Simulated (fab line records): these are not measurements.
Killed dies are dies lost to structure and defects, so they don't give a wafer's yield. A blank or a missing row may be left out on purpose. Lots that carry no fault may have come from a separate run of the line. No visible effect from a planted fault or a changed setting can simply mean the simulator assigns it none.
fab line records	flow n5Finfet
record: lots: 14	wafers: 36	lastDay: 19
route steps=1938 shown SDB@375 HKMG_FIN@398
lots that met no fault: taken from a fault-free run of the same line
startH: hours from the record's first day to the start of the lot's first wafer shown	waitH: hours from the lot's prior step to this one	" identical to the entry in the row above	L1.1+2: several wafers, shown together as one row	- no value, or no start given	* or withheld: withheld	< > ~ a bound
route shown NAME@n: a module of which the file shows steps, and the number in the route of the first	usual: the fault-free wafers' mean and standard deviation	same: alike in all rows	chamber/n: place in a boat	sites: per-site readings	_std_site: the values' standard deviation	_edge_site: the outer-site mean with the inner-site mean subtracted	radiusMm: how far each site lies from the wafer's centre	mask NAME#n: copy n	behind: the most recent tool/chamber to have shaped the wafer	hold: reason for holding the lot/hours on hold/outcome of the hold	device: the transistor (n, p or np) that didn't switch	end of line: at the end of the route, the tests of the same wafers	a step given without rows: its recipe and nothing more	killed: at the first sort, the dies lost to defects and structure; wafer yield is something else	map: a wafer's dies, marking killed ones x, the rest . and places with no die _
set.NAME: the setting the step ran with; set.NAME@STEP: the setting that earlier step ran with	model.NAME: the simulator's own value behind a step, which no gauge read
steps of the route over a sample of lots; a table a step, a row a wafer
services: from which hour (startH, from the record's first day; less than 0 if before it) a tool's chamber was out of use, for how many hours, and why
== steps ==
step: N5_SDB_THK_MEAS_31
recipe: reads: a-Si_of_DUMMY_GATE_CVD_03
usual: SDB_THK: 64.8/1.3
lot.wafer	tool	chamber	startH	waitH	SDB_THK[nm]
L345.2	filmMetro-01	-	67.74	-	64.1
L345.3	"	-	"	"	63.7
L345.5	"	-	"	"	62.7
L346.3	filmMetro-02	-	77.74	-	63.5
L346.4	"	-	"	"	64.0
L347.1	filmMetro-02	-	91.90	-	63.7
L347.5	"	-	"	"	64.4
L347.6	"	-	"	"	63.9
L349.3	filmMetro-02	-	100.10	-	66.0
L349.6	"	-	"	"	66.8
L350.1	filmMetro-02	-	106.15	-	67.0
L350.2	"	-	"	"	65.0
L351.1	filmMetro-01	-	108.64	-	64.0
L351.3	"	-	"	"	65.1
L351.4	"	-	"	"	65.0
L352.1	filmMetro-01	-	116.79	-	65.8
L352.2	"	-	"	"	65.9
L352.4	"	-	"	"	66.0
L353.2	filmMetro-01	-	118.23	-	65.0
L353.5	"	-	"	"	64.2
L354.1	filmMetro-02	-	126.96	-	66.9
L354.2	"	-	"	"	67.6
L354.5	"	-	"	"	66.5
L357.1	filmMetro-02	-	143.64	-	65.7
L357.2	"	-	"	"	65.0
L357.4	"	-	"	"	65.7
L358.4	filmMetro-01	-	150.66	-	66.3
L358.5	"	-	"	"	64.7
L358.6	"	-	"	"	64.9
L359.1	filmMetro-01	-	156.36	-	61.2
L359.4	"	-	"	"	61.3
L367.3	filmMetro-02	-	206.14	-	66.0
L367.5	"	-	"	"	65.6
L367.6	"	-	"	"	64.5
L368.1	filmMetro-01	-	209.97	-	65.4
L368.4	"	-	"	"	63.5
step: N5_HKMG_FIN_CD_MEAS_49
recipe: targetCdNm: 202	landingEnergyEv: 500	detector: seInlens	polarity: opening
usual: cdNm: 202.2/0.71
lot.wafer	tool	chamber	startH	waitH	cdNm
L345.2	cdSem-01	0	69.32	-	202.2
L345.3	"	0	"	"	202.9
L345.5	"	0	"	"	202.2
L346.3	cdSem-02	0	79.30	-	200.8
L346.4	"	0	"	"	201.9
L347.1	cdSem-02	0	93.34	-	203.7
L347.5	"	0	"	"	202.4
L347.6	"	0	"	"	203.0
L349.3	cdSem-03	0	101.54	-	202.0
L349.6	"	0	"	"	202.6
L350.1	cdSem-03	0	107.76	-	201.0
L350.2	"	0	"	"	203.4
L351.1	cdSem-02	0	110.07	-	202.9
L351.3	"	0	"	"	202.9
L351.4	"	0	"	"	202.8
L352.1	cdSem-03	0	118.24	-	202.6
L352.2	"	0	"	"	203.3
L352.4	"	0	"	"	202.2
L353.2	cdSem-03	0	119.69	-	203.0
L353.5	"	0	"	"	202.9
L354.1	cdSem-02	0	128.54	-	201.5
L354.2	"	0	"	"	202.5
L354.5	"	0	"	"	202.2
L357.1	cdSem-01	0	145.41	-	201.9
L357.2	"	0	"	"	201.6
L357.4	"	0	"	"	201.1
L358.4	cdSem-03	0	152.44	-	202.3
L358.5	"	0	"	"	202.6
L358.6	"	0	"	"	201.5
L359.1	cdSem-02	0	158.14	-	201.9
L359.4	"	0	"	"	202.8
L367.3	cdSem-01	0	207.70	-	200.9
L367.5	"	0	"	"	203.0
L367.6	"	0	"	"	202.7
L368.1	cdSem-01	0	211.83	-	201.2
L368.4	"	0	"	"	203.0
step: N5_HKMG_FIN_ETCH_55
recipe: chemistry: N2/H2	target: SOC	targetDepthA: 2400	tempC: 40	timeS: 300	ionEnergyEv: 200	maskMaterial: SiARC	pressureMtorr: 30	sourceW: 840	biasW: 150	n2FlowSccm: 200	h2FlowSccm: 200
usual: drypumpMotorCurrentA: 5.7/0.43	oesProductAu: 0.78/0.095	rfVppV: 524.5/2.4	showerheadPlenumPTorr: 2.56/0.09	throttleValvePct: 17.82/0.24
lot.wafer	tool	chamber	startH	waitH	drypumpMotorCurrentA	oesProductAu	rfHoursCounterH	rfVppV	showerheadPlenumPTorr	throttleValvePct
L345.2	rieDiel-02	3	70.07	0.0	5.7	0.70	228	523.9	2.48	17.63
L345.3	"	1	"	"	5.5	0.70	208	524.7	2.54	18.22
L345.5	"	2	"	"	5.2	0.81	-	527.6	2.66	17.51
L346.3	rieDiel-02	1	79.47	0.0	5.5	0.70	210	524.0	2.54	18.22
L346.4	"	3	"	"	5.7	0.70	231	523.6	2.48	17.63
L347.1	rieDiel-04	0	93.60	0.0	5.8	0.72	181	525.3	2.66	17.91
L347.5	"	0	"	"	5.8	0.71	-	526.4	2.66	17.91
L347.6	"	1	"	"	5.7	0.78	-	524.2	2.56	17.96
L349.3	rieDiel-04	3	102.16	0.0	6.0	0.69	243	524.5	2.63	18.19
L349.6	"	3	"	"	6.0	0.69	-	525.8	2.63	18.19
L350.1	rieDiel-02	2	107.94	0.0	5.2	0.80	94	527.7	2.65	17.53
L350.2	"	1	"	"	5.5	0.70	220	524.0	2.53	18.24
L351.1	rieDiel-04	1	110.54	0.0	5.7	0.80	157	523.8	2.55	17.99
L351.3	"	0	"	"	5.8	0.72	185	526.5	2.66	17.91
L351.4	"	2	"	"	6.2	0.68	244	521.0	2.39	17.96
L352.1	rieDiel-03	2	118.42	0.0	5.2	0.76	163	520.9	2.42	17.90
L352.2	"	1	"	"	5.8	0.66	200	523.9	2.52	17.66
L352.4	"	0	"	"	5.0	0.91	20	524.1	2.57	17.49
L353.2	rieDiel-04	1	119.87	0.0	5.7	0.79	161	524.0	2.55	17.99
L353.5	"	2	"	"	6.2	0.68	-	520.9	2.39	17.95
L354.1	rieDiel-03	2	128.72	0.0	5.2	0.76	163	520.0	2.42	17.89
L354.2	"	3	"	"	4.9	0.68	249	521.0	2.39	18.05
L354.5	"	2	"	"	5.2	0.76	-	521.3	2.42	17.89
L357.1	rieDiel-03	1	146.37	0.0	5.8	0.66	210	524.0	2.51	17.67
L357.2	"	2	"	"	5.2	0.75	170	521.2	2.42	17.89
L357.4	"	2	"	"	5.2	0.75	-	520.1	2.42	17.90
L358.4	rieDiel-03	0	153.31	0.1	5.0	0.89	-	526.3	2.57	17.52
L358.5	"	1	"	"	5.8	0.65	-	522.6	2.51	17.67
L358.6	"	2	"	"	5.2	0.74	-	520.8	2.41	17.90
L359.1	rieDiel-02	2	158.32	0.0	5.2	0.78	113	526.4	2.65	17.56
L359.4	"	1	"	"	5.5	0.69	-	523.6	2.52	18.29
L367.3	rieDiel-04	0	207.88	0.0	5.8	0.69	221	525.6	2.64	17.99
L367.5	"	2	"	"	6.2	0.92	-	528.1	2.70	17.59
L367.6	"	1	"	"	5.7	0.76	-	523.9	2.54	18.04
L368.1	rieDiel-04	2	212.00	0.0	6.2	0.92	15	529.0	2.70	17.58
L368.4	"	1	"	"	5.7	0.76	189	522.4	2.54	18.03
step: N5_HKMG_FIN_ALD_79
recipe: material: TiN	targetThkA: 15	tempC: 400	aldPrecursorFamily: TiCl4	aldCoReactant: NH3	pulseTimeS: 1	purgeTimeS: 3	coReactantPurgeTimeS: 2	coReactantPulseTimeS: 2	aldCycles: 68	pressureTorr: 3
usual: coReactantPulseTimeS: 2/0	heaterPowerW: 844/56	precursorPulseHeightRel: 0.999/0.021
same: aldCycles: 68
lot.wafer	tool	chamber	startH	waitH	coReactantPulseTimeS	heaterPowerW	precursorPulseHeightRel
L345.2	aldMetal-04	0	71.35	0.0	2	842	1.016
L345.3	"	3	"	"	2	925	0.989
L345.5	"	1	"	"	2	744	0.990
L346.3	aldMetal-02	0	80.75	0.0	2	861	0.991
L346.4	"	1	"	"	2	761	1.012
L347.1	aldMetal-01	0	94.88	0.0	2	917	1.016
L347.5	"	1	"	"	2	956	0.988
L347.6	"	0	"	"	2	916	0.981
L349.3	aldMetal-02	0	103.44	0.0	2	852	0.966
L349.6	"	3	"	"	2	798	0.995
L350.1	aldMetal-04	0	109.21	0.0	2	862	0.993
L350.2	"	2	"	"	2	867	1.021
L351.1	aldMetal-02	0	111.82	0.0	2	875	0.991
L351.3	"	3	"	"	2	815	1.027
L351.4	"	2	"	"	2	863	0.992
L352.1	aldMetal-04	3	119.78	0.0	2	902	1.006
L352.2	"	0	"	"	2	844	0.994
L352.4	"	2	"	"	2	878	0.964
L353.2	aldMetal-04	0	121.36	0.1	2	859	0.984
L353.5	"	3	"	"	2	883	1.012
L354.1	aldMetal-02	3	130.01	0.0	2	816	1.007
L354.2	"	0	"	"	2	872	1.022
L354.5	"	3	"	"	2	808	1.024
L357.1	aldMetal-04	0	147.70	0.0	1.2806	845	1.004
L357.2	"	1	"	"	1.2806	762	1.005
L357.4	"	2	"	"	1.2806	883	0.995
L358.4	aldMetal-04	0	154.50	0.0	1.2806	850	1.057
L358.5	"	0	"	"	1.2806	824	0.990
L358.6	"	3	"	"	1.2806	907	1.005
L359.1	aldMetal-01	2	159.63	0.0	2	948	0.998
L359.4	"	3	"	"	2	829	1.031
L367.3	aldMetal-02	3	209.15	0.0	2	820	1.020
L367.5	"	2	"	"	2	870	1.010
L367.6	"	1	"	"	2	768	1.006
L368.1	aldMetal-02	1	213.36	0.1	2	776	1.002
L368.4	"	2	"	"	2	859	1.021
== services ==
tool	chamber	startH	hours	kind
rieDiel-02	1	52.92	1.5	repair
rieDiel-04	0	57.66	4.1	repair
rieDiel-02	0	73.23	5.6	repair
rieDiel-02	0	82.78	5.5	repair
aldMetal-01	3	91.74	2.4	repair
rieDiel-04	0	98.94	4.2	repair
rieDiel-04	3	118.34	-	clean
rieDiel-04	3	118.34	-	consumableReplace:focusRing
rieDiel-04	3	118.34	17.5	scheduledDown
rieDiel-04	3	118.34	17.5	ventCycle
aldMetal-01	-	118.89	1.0	repair
rieDiel-03	3	134.34	-	clean
rieDiel-03	3	134.34	-	consumableReplace:focusRing
rieDiel-04	2	135.83	-	clean
rieDiel-04	2	135.83	-	consumableReplace:focusRing
rieDiel-04	2	135.83	-	consumableReplace:showerhead
rieDiel-04	2	135.83	27.6	scheduledDown
rieDiel-04	2	135.83	27.6	ventCycle
rieDiel-04	0	148.13	4.3	repair
aldMetal-02	-	152.73	8.7	pm
aldMetal-04	-	189.13	6.0	pm
rieDiel-03	0	201.11	2.7	repair
aldMetal-01	-	209.19	8.7	pm
aldMetal-04	3	211.67	-	calibration
== key ==
firstSign: step: N5_HKMG_FIN_ALD_79	reading: coReactantPulseTimeS	direction: down	sigmas: 99+	usual: *	struck: *
effect none on later readings
metAt N5_HKMG_FIN_ALD_79
struckLots L357,L358
rowsEnd L357.1,L357.2,L357.4,L358.4,L358.5,L358.6
notActingAt N5_SDB_THK_MEAS_31,N5_HKMG_FIN_CD_MEAS_49,N5_HKMG_FIN_ETCH_55
onsetBetween 121.36 147.70
fault: kind: processParameterDrift	tool: aldMetal-04	chamber: -	onsetH: 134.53	steps: N5_HKMG_FIN_ALD_79	channel: coReactantPulseTimeS	offset: *	shape: step	actsIn: *	stated: *
rowsEnd: these wafers met a further fault down the route, and their rows from its step on are left out
